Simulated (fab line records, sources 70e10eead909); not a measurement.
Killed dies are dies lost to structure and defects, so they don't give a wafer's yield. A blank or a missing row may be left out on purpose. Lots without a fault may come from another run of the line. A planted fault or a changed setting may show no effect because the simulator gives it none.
A struck lot beside a sound one | flow nand_harc | 13 steps out of a route of 1302
Sound: wafers L852.3, L852.5, L852.6. Struck: wafers L839.1, L839.2, L839.4. The cause comes at the end.
At each step with rows: each side's tool, then ch and its chambers, then its first start. Under that, the readings that differ: sound wafers | struck wafers | difference of the means | sigmas: that difference in standard deviations of wafers without a fault.
alike: readings whose means differ by less than 2 such deviations, and words and numbers that are the same on both sides. not compared: withheld readings, readings that some wafer has no value for, bounds like >300 that may hide the same value, and numbers for which the record gives no deviation and whose values overlap.
The two part at a step that has a row with sigmas, a row that says differs or no value, or rows on one side only. Numbers that don't overlap but have no deviation are shown without sigmas and don't part them. A reading that every wafer of one side lacks parts them only if that side has two wafers or more.

first, 1 step without rows for these wafers: NHARC_P_BONDPAD_SRD_31 (time 30 s, dry time 20 s).
NHARC_A_START_INSPECT_01:
  sound on defect_inspect-02, day 13 20:40; struck on defect_inspect-02, day 8 16:15
  alike: raw_defect_count
then, 10 steps without rows for these wafers: NHARC_A_ZERO_WELL_PRECLEAN_00 (cleans in SPM, time 600 s); NHARC_A_ZERO_WELL_SRD_01; NHARC_A_ZERO_WELL_DEHYDRATE_02 (time 120 s); NHARC_A_ZERO_WELL_HMDS_03 (time 30 s); NHARC_A_ZERO_WELL_COAT_18 (time 65 s); NHARC_A_ZERO_WELL_COAT_04 (resist thk 600 nm); NHARC_A_ZERO_WELL_SOFTBAKE_05 (time 70 s); NHARC_A_ZERO_WELL_EBR_06; NHARC_A_ZERO_WELL_EXPOSE_07 (exposes mask A ZERO); NHARC_A_ZERO_WELL_PEB_08 (peb time 80 s).
NHARC_A_ZERO_WELL_DEVELOP_09: time 50 s.
  sound on litho_track-05 ch 0, day 13 21:00; struck on litho_track-02, day 8 16:00
  no value came back on the struck wafers for chill_plate_temp_C (C), developer_temp_C (C), exhaust_pa (Pa); on the sound wafers chill_plate_temp_C (C) reads 22.90 22.96 22.90

WHERE THEY PART
Only at NHARC_A_ZERO_WELL_DEVELOP_09, within this record.

WHY: what the simulator had put in
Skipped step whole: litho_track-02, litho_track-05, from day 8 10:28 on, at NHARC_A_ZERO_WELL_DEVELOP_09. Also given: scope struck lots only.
